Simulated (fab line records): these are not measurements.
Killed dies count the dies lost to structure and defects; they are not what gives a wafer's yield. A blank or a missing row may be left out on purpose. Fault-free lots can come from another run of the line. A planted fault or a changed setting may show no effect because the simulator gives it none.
Chamber matching + flow nand_harc + rie_diel-06 running NHARC_A_CHANNEL_FILL_D1_ETCHBACK_20: 4 sister chambers
The step etches the open film in C4F8/O2/Ar, target depth 27 nm, time 13.5 s. 4 wafers are shown with their chamber, then 9 later ones without.

== EACH WAFER AND ITS CHAMBER ==
| wafer  | chamber | rf_vpp_V (V) |
|--------|---------|--------------|
| L085.2 | 1       | 982          |
| L091.1 | 0       | 978          |
| L091.5 | 2       | 987          |
| L091.6 | 3       | 981          |

== WAFERS WHOSE CHAMBER IS MISSING ==
| wafer  | rf_vpp_V (V) |
|--------|--------------|
| L092.1 | 979          |
| L092.2 | 983          |
| L092.5 | 983          |
| L093.2 | 981          |
| L093.5 | 987          |
| L093.6 | 981          |
| L095.2 | 980          |
| L095.3 | 984          |
| L095.6 | 984          |

== EACH ONE'S CHAMBER ==
| wafer  | from the rows above          | in truth |
|--------|------------------------------|----------|
| L092.1 | can't be placed: 0 or 3 or 1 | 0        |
| L092.2 | can't be placed: 1 or 3      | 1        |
| L092.5 | can't be placed: 1 or 3      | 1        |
| L093.2 | can't be placed: 3 or 1      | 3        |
| L093.5 | 2                            | 2        |
| L093.6 | can't be placed: 3 or 1      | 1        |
| L095.2 | can't be placed: 3 or 0 or 1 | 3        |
| L095.3 | can't be placed: 1 or 2 or 3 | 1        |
| L095.6 | can't be placed: 1 or 2 or 3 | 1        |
1 of 9 placed correctly. From these rows, 8 cannot be placed; in 8 the true chamber is one of the candidates. Wrongly placed: 0.
How it was worked out, from the rows above alone: a wafer's distance from a chamber is the root of the sum, over the readings, of the square of ((its reading less the chamber's mean) divided by the reading's scatter). The wafer belongs to the nearest chamber; if the next one is less than 2 further off, it can't be placed. For every chamber, the mean is computed from those of its wafers that are shown. The scatter: root of mean squared gap, hidden wafer to nearest shown wafer, with one shown wafer a chamber.
